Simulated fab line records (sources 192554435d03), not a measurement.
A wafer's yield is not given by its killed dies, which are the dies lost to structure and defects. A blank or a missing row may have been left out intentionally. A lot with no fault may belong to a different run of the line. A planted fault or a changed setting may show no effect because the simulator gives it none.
Chamber matching -- flow n5-finfet -- N5_FIN_SAQP_ALD_61 on ald-sin-03: 4 sister chambers
The step deposits SiO2, target thk 4 nm, pulse time 1 s, purge time 2 s. 4 wafers are shown with their chamber, then 9 later ones without.

WAFERS, EACH WITH ITS CHAMBER
wafer,chamber,heater-power-w (W)
L082.1,2,594
L082.4,1,472
L085.2,3,392
L085.6,0,454

WAFERS MISSING THEIR CHAMBER
wafer,heater-power-w (W)
L086.1,577
L086.4,403
L086.6,585
L089.2,457
L089.4,450
L089.5,402
L093.1,475
L093.3,385
L093.5,464

WHICH CHAMBER EACH WENT THROUGH
wafer,from the rows above,in truth
L086.1,2,2
L086.4,3,3
L086.6,2,2
L089.2,can't be placed: 0 or 1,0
L089.4,can't be placed: 0 or 1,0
L089.5,3,3
L093.1,can't be placed: 1 or 0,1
L093.3,3,3
L093.5,can't be placed: 1 or 0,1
Placed correctly: 5 of 9. Cannot be placed on the basis of these rows: 4; the candidates contain the true chamber in 4. 0 placed wrongly.
How it was worked out, from the rows above alone: a wafer's distance from a chamber is the root of the sum, over the readings, of the square of ((its reading less the chamber's mean) divided by the reading's scatter). The wafer belongs to the nearest chamber; if the next one is less than 2 further off, it can't be placed. The mean given for a chamber averages the wafers shown for that chamber. The scatter: with one shown wafer a chamber, the root of the mean of the squares of how far each hidden wafer lies from its nearest shown one.
